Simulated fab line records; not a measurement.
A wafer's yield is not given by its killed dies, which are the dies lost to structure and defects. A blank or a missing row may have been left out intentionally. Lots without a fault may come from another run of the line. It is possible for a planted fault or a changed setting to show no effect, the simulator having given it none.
Which tool is to blame? ; flow nandHarc ; 11 lots with 32 wafers sampled at 6 steps, on a route of 1159 steps

== WHAT THE GAUGES SHOWED, per wafer ==
NHARC_A_ONON_D1_THK_MEAS_11: measures by ellipsometry.
lot;measured;on;thkNm (nm)
L758;day 8 02:09;filmMetro-02;1002 1000 1004
L761;day 8 18:44;filmMetro-02;1000 999 999
L762;day 9 09:43;filmMetro-01;1015 1015 1017
L765;day 10 00:13;filmMetro-02;1011 1010
L769;day 11 11:18;filmMetro-02;1007 1006 1006
L773;day 12 03:26;filmMetro-01;1001 1001 1000
L774;day 12 03:44;filmMetro-01;1005 1006 1006
L775;day 12 15:03;filmMetro-01;1025 1024 1024
L778;day 12 20:04;filmMetro-01;982 985 984
L777;day 12 20:07;filmMetro-02;1009 1008 1010
L779;day 13 14:57;filmMetro-02;1007 1005 1008

NHARC_A_CHANNEL_HOLE_D1_INSPECT_40.
lot;measured;on;rawDefectCount
L758;day 9 04:24;defectInspect-01;44 42 51
L761;day 9 15:37;defectInspect-02;52 61 51
L762;day 10 11:13;defectInspect-01;47 843 86 42 830 83
L765;day 10 23:29;defectInspect-02;40 876 43 866
L769;day 12 07:32;defectInspect-01;60 73 58
L773;day 13 02:16;defectInspect-01;50 98 60
L774;day 13 06:27;defectInspect-01;76 81 65
L775;day 13 10:35;defectInspect-02;100 94 58
L778;day 13 17:17;defectInspect-01;74 70 66
L777;day 13 18:29;defectInspect-01;70 59 41
L779;day 14 11:47;defectInspect-02;45 25 42

NHARC_END_SORT_01.
lot;measured;on;killedAtArray;killedAtOther;killedAtPeriphery;killedDies;killedOpen;killedShort
L762;day 24 20:20;prober-02;13 107 10;0 0 0;3 2 4;16 109 14;4 1 1;1 3 2
L765;day 24 06:23;prober-01;8 106;0 1;2 3;10 110;0 1;0 4

== TOOL THAT RAN EACH LOT (tool first, then ch and the chambers of the sampled wafers, then the start) ==
lot;NHARC_A_CHANNEL_HOLE_D1_ETCH_39;NHARC_A_CHANNEL_HOLE_D1_ETCH_23;NHARC_A_CHANNEL_FILL_D1_ALD_02
L758;rieDiel-12 ch 0,1,2, day 9 00:07 or earlier;harEtch-02 ch 0,1, day 9 00:07;aldHk-03 ch 1,2,3, day 9 06:27
L761;rieDiel-10 ch 0,1,3, day 9 11:35 or earlier;harEtch-02 ch 0,1, day 9 11:35;aldHk-04 ch 0,1,2, day 9 16:02
L762;rieDiel-01 ch 0,1, day 10 01:29;harEtch-02 ch 0,1, day 10 06:55;aldHk-01 ch 0,2,3, day 10 22:00
L765;rieDiel-01 ch 0,2, day 10 19:35 or earlier;harEtch-02 ch 0,1, day 10 19:35;aldHk-03 ch 0,3, day 11 04:10
L769;rieDiel-01 ch 0,2,3, day 12 03:35 or earlier;harEtch-01 ch 0,1, day 12 03:35;aldHk-01 ch 1,2,3, day 12 07:56
L773;rieDiel-01 ch 0,1,3, day 12 22:07 or earlier;harEtch-01 ch 0,1, day 12 22:07;aldHk-04 ch 0,1,3, day 13 02:32
L774;rieDiel-12 ch 0,2,3, day 13 02:17 or earlier;harEtch-01 ch 0,1, day 13 02:17;aldHk-01 ch 0,1,2, day 13 06:47
L775;rieDiel-01 ch 0,2,3, day 13 06:20 or earlier;harEtch-01 ch 0,1, day 13 06:20;aldHk-04 ch 2,3, day 13 10:47
L778;rieDiel-01 ch 2,3, day 13 13:03 or earlier;harEtch-01 ch 0,1, day 13 13:03;aldHk-04 ch 0,1, day 13 17:38
L777;rieDiel-10 ch 0,1,2, day 13 14:12 or earlier;harEtch-02 ch 0,1, day 13 14:12;aldHk-03 ch 0,2,3, day 13 18:41
L779;rieDiel-12 ch 1,3, day 14 07:43 or earlier;harEtch-02 ch 0,1, day 14 07:43;aldHk-01 ch 0,1,2, day 14 12:07
- NHARC_A_CHANNEL_HOLE_D1_ETCH_39: etches the open film in N2/H2, target depth 260 nm, time 325 s.
- NHARC_A_CHANNEL_HOLE_D1_ETCH_23: etches the open film in C4F8/O2/Ar, time 819 s, target depth 1600 nm.
- NHARC_A_CHANNEL_FILL_D1_ALD_02: deposits SiO2, target thk 6 nm, pulse time 10 s, ald cycles 60.

== AS READ BY THE TOOLS THEMSELVES (means over the sampled wafers that have a number; for cases with no such wafer, the mark the record gives instead) ==
NHARC_A_CHANNEL_HOLE_D1_ETCH_39.
lot;tool;drypumpMotorCurrentA (A);h2FlowSccm (sccm);n2FlowSccm (sccm);oesProductAu (a.u.);rfVppV (V);showerheadPlenumPTorr (Torr);throttleValvePct (%)
L758;rieDiel-12;5.5;150.0;149.7;1.002;430.7;2.05;14.169
L761;rieDiel-10;6.0;149.7;150.2;1.005;430.2;2.05;14.167
L762;rieDiel-01;5.6;150.0;149.7;1.004;428.0;1.95;14.172
L765;rieDiel-01;6.0;150.0;149.1;1.006;431.4;2.07;14.168
L769;rieDiel-01;5.8;149.9;150.1;0.996;431.2;2.08;14.169
L773;rieDiel-01;5.7;149.7;149.9;1.014;430.1;2.02;14.166
L774;rieDiel-12;5.3;149.9;150.4;1.000;431.3;2.07;14.171
L775;rieDiel-01;5.8;149.7;150.0;1.009;431.9;2.08;14.181
L778;rieDiel-01;5.6;150.2;150.5;1.012;432.1;2.10;14.174
L777;rieDiel-10;5.9;150.3;149.8;0.997;430.9;2.06;14.171
L779;rieDiel-12;5.5;149.5;149.8;1.009;427.6;1.95;14.178

NHARC_A_CHANNEL_HOLE_D1_ETCH_23.
lot;tool;drypumpMotorCurrentA (A);showerheadPlenumPTorr (Torr);throttleValvePct (%)
L758;harEtch-02;5.6;3.70;32.153
L761;harEtch-02;5.5;3.70;32.159
L762;harEtch-02;5.2;3.78;32.152
L765;harEtch-02;5.4;3.73;32.156
L769;harEtch-01;5.1;3.71;32.147
L773;harEtch-01;5.1;3.65;32.153
L774;harEtch-01;5.1;3.70;32.151
L775;harEtch-01;5.0;3.65;32.164
L778;harEtch-01;5.1;3.70;32.153
L777;harEtch-02;5.2;3.76;32.148
L779;harEtch-02;5.6;3.67;32.161

NHARC_A_CHANNEL_FILL_D1_ALD_02.
lot;tool;heaterPowerOuterW (W);heaterPowerW (W);precursorPulseHeightRel
L758;aldHk-03;238;426;0.994
L761;aldHk-04;273;472;1.010
L762;aldHk-01;256;458;1.009
L765;aldHk-03;274;474;0.998
L769;aldHk-01;261;475;1.012
L773;aldHk-04;276;466;0.988
L774;aldHk-01;268;485;1.020
L775;aldHk-04;265;463;1.014
L778;aldHk-04;273;493;1.024
L777;aldHk-03;259;443;1.004
L779;aldHk-01;270;482;1.027

== THE ANSWER, worked out from the rows above alone ==
Rule: what is usual is taken from the lots themselves. Put in order of their means at a reading, lots are off if they are a third of the lots or fewer, leave a main group of 4 or more, and stand apart from it by a gap of 3 or more times the standard deviation of the main group's means; of several such gaps the widest counts. A main group whose means are all the same, to the digits that the tables above print for the reading, isn't used. A lot without any number at a reading at which 4 lots or more have one is off too. The other lots that the step has rows for count as sound. After the gauges, taken in route order, come the tools' own readings; for these a lot's mean is taken, as printed above. The first step at which some lot is off is used, and at that step the reading that is off furthest; a lot without a number counts as furthest.
Off: L762, L765 (NHARC_A_CHANNEL_HOLE_D1_INSPECT_40, rawDefectCount). The main group: mean 62, standard deviation 14.
A tool fits if, at a process step before that reading, it ran every lot that is off, and no sound lot after the first of them. Gauges at NHARC_A_CHANNEL_HOLE_D1_INSPECT_40: tried the same way as those tools. With no start given for some of its lots, NHARC_A_CHANNEL_HOLE_D1_ETCH_39 uses the hours and lot order of NHARC_A_CHANNEL_HOLE_D1_ETCH_23. Of those tried, none fits.

== WHAT THE SIMULATOR PUT IN ==
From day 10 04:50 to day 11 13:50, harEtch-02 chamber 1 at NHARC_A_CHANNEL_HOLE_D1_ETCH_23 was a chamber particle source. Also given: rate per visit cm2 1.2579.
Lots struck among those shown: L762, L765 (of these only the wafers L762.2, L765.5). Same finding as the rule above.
